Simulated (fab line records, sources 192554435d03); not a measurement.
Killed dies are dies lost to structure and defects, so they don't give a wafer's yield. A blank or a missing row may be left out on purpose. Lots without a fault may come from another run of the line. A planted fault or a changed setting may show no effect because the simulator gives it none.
Chamber matching | flow n5_finfet | N5_BEOL_M0_SAQP_ILD_DEP_01 on pecvd-04: 3 sister chambers
The step deposits SiOC from DEMS/O2, target thk 45.419 nm, time 8.7 s. 3 wafers are shown with their chamber, then 8 later ones without.

WAFERS WITH THEIR CHAMBER
wafer  | chamber | throttle_valve_pct (%)
L082.1 | 0       | 12.4
L082.2 | 2       | 11.3
L088.1 | 1       | 12.4

WAFERS WITHOUT THEIR CHAMBER
wafer  | throttle_valve_pct (%)
L088.3 | 11.6
L088.5 | 12.3
L089.1 | 11.6
L089.5 | 12.6
L089.6 | 12.5
L094.1 | 12.5
L094.2 | 12.3
L094.3 | 11.3

WHICH CHAMBER EACH WENT THROUGH
wafer  | from the rows above     | in truth
L088.3 | 2                       | 2
L088.5 | can't be placed: 0 or 1 | 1
L089.1 | 2                       | 2
L089.5 | can't be placed: 0 or 1 | 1
L089.6 | can't be placed: 0 or 1 | 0
L094.1 | can't be placed: 0 or 1 | 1
L094.2 | can't be placed: 0 or 1 | 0
L094.3 | 2                       | 2
Placed correctly: 3 of 8. Can't be placed from these rows: 5 (the true chamber is among the candidates in 5). Placed wrongly: 0.
How it was worked out, from the rows above alone: a wafer's distance from a chamber is the root of the sum, over the readings, of the square of ((its reading less the chamber's mean) divided by the reading's scatter). The wafer belongs to the nearest chamber; if the next one is less than 2 further off, it can't be placed. A chamber's mean is the mean of its shown wafers. The scatter: with one shown wafer a chamber, the root of the mean of the squares of how far each hidden wafer lies from its nearest shown one.
